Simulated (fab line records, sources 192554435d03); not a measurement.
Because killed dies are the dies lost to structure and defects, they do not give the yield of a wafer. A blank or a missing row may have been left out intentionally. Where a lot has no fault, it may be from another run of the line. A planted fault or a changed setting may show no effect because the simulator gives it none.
Lot-split experiment ; flow n5-finfet ; on a route of 1938 steps: 7 lots, 21 wafers read

## THE SPLIT
At N5_BEOL_M8_EXPOSE_25 (exposes mask V7, target cd 40 nm), the setting dose-mj was moved away from the recipe's 42.5 on 9 of the 21 wafers read, by -5.8% to +7.0%. For the rest of the wafers, this setting stayed at what the recipe calls for.

## FROM THE SPLIT TO THE READING: what the file shows between them, 2 steps
- N5_BEOL_M8_PEB_26: peb time 60 s
- N5_BEOL_M8_DEVELOP_27: develop time 30 s

## THE READING
cd-nm, in nm, at N5_BEOL_M8_CD_MEAS_28 (target cd 40 nm). Fault-free wafers of this fab line usually give 40.02 nm, standard deviation 0.25 nm.

wafer;tool, chamber at the split;dose-mj as run;against the recipe;cd-nm, nm;against lot-mates on the recipe
L075.1;euv-scanner-02, 0;41.08;-3.3%;39.39;-0.68
L075.3;euv-scanner-02, 0;41.08;-3.3%;39.50;-0.57
L075.6;euv-scanner-02, 0;42.5;recipe;40.07;-
L077.3;euv-scanner-02, 0;41.35;-2.7%;39.55;-0.54
L077.4;euv-scanner-02, 0;41.35;-2.7%;39.82;-0.27
L077.6;euv-scanner-02, 0;42.5;recipe;40.09;-
L082.4;euv-scanner-01, 0;45.49;+7.0%;41.10;+1.51
L082.5;euv-scanner-01, 0;42.5;recipe;39.59;-
L082.6;euv-scanner-01, 0;45.49;+7.0%;41.26;+1.67
L089.2;euv-scanner-02, 0;42.5;recipe;39.98;-
L089.4;euv-scanner-02, 0;42.5;recipe;39.86;-
L089.6;euv-scanner-02, 0;42.5;recipe;39.93;-
L092.2;euv-scanner-02, 0;42.5;recipe;40.15;-
L092.3;euv-scanner-02, 0;44.45;+4.6%;40.83;+0.83
L092.4;euv-scanner-02, 0;42.5;recipe;39.85;-
L096.2;euv-scanner-01, 0;42.5;recipe;40.22;-
L096.5;euv-scanner-01, 0;42.5;recipe;40.18;-
L096.6;euv-scanner-01, 0;42.5;recipe;40.15;-
L097.2;euv-scanner-01, 0;40.02;-5.8%;39.18;-0.65
L097.3;euv-scanner-01, 0;42.5;recipe;39.83;-
L097.6;euv-scanner-01, 0;40.02;-5.8%;39.03;-0.80

THE FIT
A straight line over all 21 wafers: cd-nm changes by +0.162 nm for each +1% of dose-mj; r = +0.96; the points scatter about the line by 0.16 nm.
The same after taking each lot's own level away (the mean of its wafers on the recipe; 21 wafers): +0.184 nm for each +1%; r = +0.97; scatter 0.16 nm.
That fit puts the effect of the largest move of dose-mj on the reading at 1.3 nm.
Measured against the standard deviation above, the lots' own levels, which go from 39.590 to 40.183 nm, span 2.4 times it.
Thus the slope moves with the lot-to-lot level: the two fits are different.
Check: with one of the wafers moved furthest among these (+7.0%) left out of the fit, the line predicts +1.3 nm for it against its lot-mates. It came out at +1.51 nm against them.

## THE OTHER SPLITS THESE WAFERS WENT THROUGH
These wafers also went through other splits before the reading. Each is held against what the fit with the lots' levels taken away leaves over:
other split on the same wafers;wafers away from the commonest value;r with cd-nm (lot level and that fit taken away)
N5_BEOL_M4_COAT_73 spin-rpm;6;-0.05
N5_BEOL_M5_TRENCH_ETCH_37 bias-w;9;-0.14
N5_BEOL_M5_ETCH_41 source-w;4;+0.37
N5_BEOL_M6_TRENCH_ETCH_37 source-w;9;+0.33
N5_BEOL_M7_ETCH_61 source-w;6;-0.13
N5_BEOL_M7_COAT_71 spin-rpm;11;+0.10

## THE WHOLE CHAIN: every reading that the file lists as answering this split, in the file's order
step;what it does;reading;change (the file's fit);r (the file's)
N5_BEOL_M8_CD_MEAS_28;target cd 40 nm;cd-nm;+0.182 nm for each +1% of the setting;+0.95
N5_BEOL_M8_DESCUM_33;chemistry O2, time 7 s;BEOL_M8.cd-nm (the simulator's own value, which no gauge read);+0.206 nm for each +1% of the setting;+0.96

## THE FILE'S OWN FIT
cd-nm changes by +0.182 nm for each +1% of dose-mj, r = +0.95.
